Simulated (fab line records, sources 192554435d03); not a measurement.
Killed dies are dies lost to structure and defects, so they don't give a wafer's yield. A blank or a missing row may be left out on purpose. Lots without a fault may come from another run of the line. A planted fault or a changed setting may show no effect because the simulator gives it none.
Split-lot experiment | flow n5_finfet | 7 lots, 21 wafers read, on a route of 1938 steps

THE SPLIT
At N5_BEOL_M6_TRENCH_ETCH_37 (etches SiCOH lowk in C4F6/O2, target depth 94.435 nm, time 31.5 s), the setting time_s was moved away from the recipe's 31.5 s on 5 of the 21 wafers read, by -20.6% to +10.1%. The other wafers ran this setting at the recipe's value.

FROM THE SPLIT TO THE READING: what the file shows between them, 10 steps
- N5_BEOL_M6_ETCH_41: etches SiCN in CH3F/O2, target depth 29.7 nm, time 52 s
- N5_BEOL_M6_STRIP_80: strips in N2/H2, time 10 s
- N5_BEOL_M6_OCD_MEAS_38
- N5_BEOL_M6_HM_STRIP_39: strips TiN in peroxide tin strip, target depth 25 nm, time 158 s
- N5_BEOL_M6_SRD_40: time 30 s
- N5_BEOL_M6_ECD_50: material Cu, target thk 300 nm
- N5_BEOL_M6_ANNEAL_51: time 90 s
- N5_BEOL_M6_CMP_52: polishes, stops on SiCOH lowk, t overpolish 6.9 s, target thk 80 nm
- N5_BEOL_M6_PRE_CLEAN_55: time 15 s
- N5_BEOL_M6_DEP_56: deposits SiCN from 3MS/NH3, target thk 10 nm, time 17.5 s

THE READING
M6_RS, in ohm/sq, at N5_BEOL_M6_RS_MEAS_57 (measures by four-point-probe). Fault-free wafers of this fab line usually give 0.288 ohm/sq, standard deviation 0.0092 ohm/sq.

wafer  | tool, chamber at the split | time_s as run, s | against the recipe | M6_RS, ohm/sq | against lot-mates on the recipe
L080.2 | rie_diel-01, 0             | 31.5             | recipe             | 0.290         | -
L080.3 | rie_diel-01, 1             | 31.5             | recipe             | 0.305         | -
L080.4 | rie_diel-01, 2             | 31.5             | recipe             | 0.291         | -
L084.1 | rie_diel-05, 0             | 31.5             | recipe             | 0.285         | -
L084.3 | rie_diel-05, 1             | 31.5             | recipe             | 0.284         | -
L084.4 | rie_diel-05, 3             | 31.5             | recipe             | 0.290         | -
L091.2 | rie_diel-06, 2             | 34.68            | +10.1%             | 0.249         | -0.040
L091.4 | rie_diel-06, 3             | 31.5             | recipe             | 0.289         | -
L091.6 | rie_diel-06, 1             | 34.68            | +10.1%             | 0.247         | -0.042
L093.1 | rie_diel-06, 0             | 31.5             | recipe             | 0.293         | -
L093.3 | rie_diel-06, 3             | 31.5             | recipe             | 0.283         | -
L093.5 | rie_diel-06, 1             | 25               | -20.6%             | 0.384         | +0.096
L095.1 | rie_diel-01, 0             | 31.5             | recipe             | 0.284         | -
L095.3 | rie_diel-01, 2             | 31.5             | recipe             | 0.267         | -
L095.6 | rie_diel-01, 1             | 31.5             | recipe             | 0.296         | -
L096.1 | rie_diel-05, 1             | 31.5             | recipe             | 0.263         | -
L096.2 | rie_diel-05, 0             | 29.61            | -6.0%              | 0.311         | +0.048
L096.4 | rie_diel-05, 3             | 29.61            | -6.0%              | 0.308         | +0.045
L097.1 | rie_diel-01, 3             | 31.5             | recipe             | 0.284         | -
L097.2 | rie_diel-01, 2             | 31.5             | recipe             | 0.274         | -
L097.3 | rie_diel-01, 0             | 31.5             | recipe             | 0.294         | -

THE FIT
A straight line over all 21 wafers: M6_RS changes by -0.00437 ohm/sq for each +1% of time_s; r = -0.94; the points scatter about the line by 0.0099 ohm/sq.
The same after taking each lot's own level away (the mean of its wafers on the recipe; 21 wafers): -0.00476 ohm/sq for each +1%; r = -0.96; scatter 0.0088 ohm/sq.
On that fit, the largest move of time_s shifts the reading by 0.098 ohm/sq.
The lots' own levels span 0.2630 to 0.2953 ohm/sq, that is 3.5 times the standard deviation above.
So the lot-to-lot level changes the slope little: the two slopes agree.
Check: with one of the wafers moved furthest among these (-20.6%) left out of the fit, the line predicts +0.108 ohm/sq for it against its lot-mates. It came out at +0.096 ohm/sq against them.

OTHER SPLITS ON THESE WAFERS
These wafers also went through other splits before the reading. Each is held against what the fit with the lots' levels taken away leaves over:
other split on the same wafers | wafers away from the commonest value | r with M6_RS (lot level and that fit taken away)
N5_BEOL_M6_ETCH_62 bias_w      | 5                                    | -0.19

THE WHOLE CHAIN: every reading that the file lists as answering this split, in the file's order
step                      | what it does                                                        | reading                                                                      | change (the file's fit)               | r (the file's)
N5_BEOL_M6_TRENCH_ETCH_37 | etches SiCOH lowk in C4F6/O2, target depth 94.435 nm, time 31.5 s   | BEOL_M6.feature_depth_nm (the simulator's own value, which no gauge read)    | +0.89 nm for each +1% of the setting  | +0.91
N5_BEOL_M6_TRENCH_ETCH_37 | etches SiCOH lowk in C4F6/O2, target depth 94.435 nm, time 31.5 s   | etch.depth_nm (the simulator's own value, which no gauge read)               | +0.891 nm for each +1% of the setting | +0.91
N5_BEOL_M6_OCD_MEAS_38    |                                                                     | trench_depth_nm                                                              | +0.889 nm for each +1% of the setting | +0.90
N5_BEOL_M6_CMP_52         | polishes, stops on SiCOH lowk, t overpolish 6.9 s, target thk 80 nm | Cu_of_BEOL_M6_ECD_50.thk_nm (the simulator's own value, which no gauge read) | +0.944 nm for each +1% of the setting | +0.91
N5_BEOL_M6_RS_MEAS_57     | measures by four-point-probe                                        | M6_RS                                                                        | -0.00477 for each +1% of the setting  | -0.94

THE FILE'S OWN FIT
M6_RS changes by -0.00477 ohm/sq for each +1% of time_s, r = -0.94.
